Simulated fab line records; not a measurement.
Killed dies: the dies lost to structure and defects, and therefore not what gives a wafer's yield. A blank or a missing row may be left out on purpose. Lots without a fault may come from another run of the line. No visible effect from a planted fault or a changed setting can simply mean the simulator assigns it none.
Chamber matching / flow nandHarc / NHARC_P_ZERO_WELL_DESCUM_39 on rieDiel-01: 4 sister chambers
The step chemistry O2, time 3 s. 8 wafers are shown with their chamber, then 8 later ones without.

## WAFERS WITH THEIR CHAMBER
wafer=L315.5; chamber=1; showerheadPlenumPTorr (Torr)=1.96; drypumpMotorCurrentA (A)=6.0
wafer=L317.6; chamber=0; showerheadPlenumPTorr (Torr)=2.06; drypumpMotorCurrentA (A)=6.0
wafer=L319.1; chamber=2; showerheadPlenumPTorr (Torr)=2.03; drypumpMotorCurrentA (A)=6.0
wafer=L319.6; chamber=2; showerheadPlenumPTorr (Torr)=2.03; drypumpMotorCurrentA (A)=6.0
wafer=L321.3; chamber=1; showerheadPlenumPTorr (Torr)=1.96; drypumpMotorCurrentA (A)=6.0
wafer=L321.4; chamber=3; showerheadPlenumPTorr (Torr)=1.78; drypumpMotorCurrentA (A)=5.8
wafer=L321.6; chamber=0; showerheadPlenumPTorr (Torr)=2.05; drypumpMotorCurrentA (A)=6.1
wafer=L325.1; chamber=3; showerheadPlenumPTorr (Torr)=1.78; drypumpMotorCurrentA (A)=5.8

## WAFERS WHOSE CHAMBER IS MISSING
wafer=L325.2; showerheadPlenumPTorr (Torr)=2.05; drypumpMotorCurrentA (A)=6.1
wafer=L325.3; showerheadPlenumPTorr (Torr)=1.96; drypumpMotorCurrentA (A)=6.0
wafer=L335.1; showerheadPlenumPTorr (Torr)=1.95; drypumpMotorCurrentA (A)=6.0
wafer=L335.3; showerheadPlenumPTorr (Torr)=2.03; drypumpMotorCurrentA (A)=6.1
wafer=L335.5; showerheadPlenumPTorr (Torr)=2.03; drypumpMotorCurrentA (A)=6.1
wafer=L336.1; showerheadPlenumPTorr (Torr)=1.78; drypumpMotorCurrentA (A)=5.9
wafer=L336.5; showerheadPlenumPTorr (Torr)=1.95; drypumpMotorCurrentA (A)=6.0
wafer=L336.6; showerheadPlenumPTorr (Torr)=2.03; drypumpMotorCurrentA (A)=6.1

## THE CHAMBER EACH PASSED THROUGH
wafer=L325.2; from the rows above=0; in truth=0
wafer=L325.3; from the rows above=1; in truth=1
wafer=L335.1; from the rows above=1; in truth=1
wafer=L335.3; from the rows above=2; in truth=2
wafer=L335.5; from the rows above=2; in truth=2
wafer=L336.1; from the rows above=3; in truth=3
wafer=L336.5; from the rows above=1; in truth=1
wafer=L336.6; from the rows above=2; in truth=2
8 of 8 placed correctly. Can't be placed from these rows: 0. Number placed wrongly: 0.
How it was worked out, from the rows above alone: a wafer's distance from a chamber is the root of the sum, over the readings, of the square of ((its reading less the chamber's mean) divided by the reading's scatter). If the next closest chamber is less than 2 further off than the closest, the wafer can't be placed; otherwise it belongs to the closest. Each chamber's mean is taken over the wafers shown for it. The scatter: the root of (the sum of the squares of (reading less its chamber's mean) over the shown wafers, divided by (wafers less chambers)).
